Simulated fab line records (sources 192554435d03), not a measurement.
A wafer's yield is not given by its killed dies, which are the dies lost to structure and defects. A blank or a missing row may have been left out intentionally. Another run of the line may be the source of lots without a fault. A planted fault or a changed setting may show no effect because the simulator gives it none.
Chamber matching / flow n5_finfet / 4 sister chambers for N5_BEOL_M0_CMP_120 on cmp-04
The step polishes, stops on SiOC, t overpolish 6.9 s. 7 wafers are shown with their chamber, then 7 later ones without.

== EACH WAFER AND ITS CHAMBER ==
wafer=L652.2; chamber=3; motor_current_A (A)=6.5; clearing_platen_down_force_psi (psi)=1.4978
wafer=L652.5; chamber=1; motor_current_A (A)=5.8; clearing_platen_down_force_psi (psi)=1.4995
wafer=L653.2; chamber=3; motor_current_A (A)=6.3; clearing_platen_down_force_psi (psi)=1.4978
wafer=L653.5; chamber=2; motor_current_A (A)=5.7; clearing_platen_down_force_psi (psi)=1.4998
wafer=L653.6; chamber=1; motor_current_A (A)=5.9; clearing_platen_down_force_psi (psi)=1.5034
wafer=L659.2; chamber=0; motor_current_A (A)=5.8; clearing_platen_down_force_psi (psi)=1.5059
wafer=L659.3; chamber=2; motor_current_A (A)=5.8; clearing_platen_down_force_psi (psi)=1.5035

== WAFERS WHOSE CHAMBER IS MISSING ==
wafer=L659.6; motor_current_A (A)=6.3; clearing_platen_down_force_psi (psi)=1.4988
wafer=L661.1; motor_current_A (A)=6.6; clearing_platen_down_force_psi (psi)=1.5017
wafer=L661.4; motor_current_A (A)=5.8; clearing_platen_down_force_psi (psi)=1.5066
wafer=L661.6; motor_current_A (A)=5.8; clearing_platen_down_force_psi (psi)=1.5005
wafer=L664.1; motor_current_A (A)=6.5; clearing_platen_down_force_psi (psi)=1.4970
wafer=L664.4; motor_current_A (A)=5.8; clearing_platen_down_force_psi (psi)=1.5002
wafer=L664.5; motor_current_A (A)=6.5; clearing_platen_down_force_psi (psi)=1.4963

== THE CHAMBER EACH PASSED THROUGH ==
wafer=L659.6; from the rows above=3; in truth=3
wafer=L661.1; from the rows above=3; in truth=3
wafer=L661.4; from the rows above=can't be placed: 0 or 2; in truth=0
wafer=L661.6; from the rows above=can't be placed: 1 or 2 or 0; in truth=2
wafer=L664.1; from the rows above=3; in truth=3
wafer=L664.4; from the rows above=can't be placed: 1 or 2 or 0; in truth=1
wafer=L664.5; from the rows above=3; in truth=3
Placed correctly: 4 of 7. Can't be placed from these rows: 3 (the true chamber is among the candidates in 3). Number placed wrongly: 0.
How it was worked out, from the rows above alone: a wafer's distance from a chamber is the root of the sum, over the readings, of the square of ((its reading less the chamber's mean) divided by the reading's scatter). If the next closest chamber is less than 2 further off than the closest, the wafer can't be placed; otherwise it belongs to the closest. The mean given for a chamber averages the wafers shown for that chamber. The scatter: the root of (the sum of the squares of (reading less its chamber's mean) over the shown wafers, divided by (wafers less chambers)).
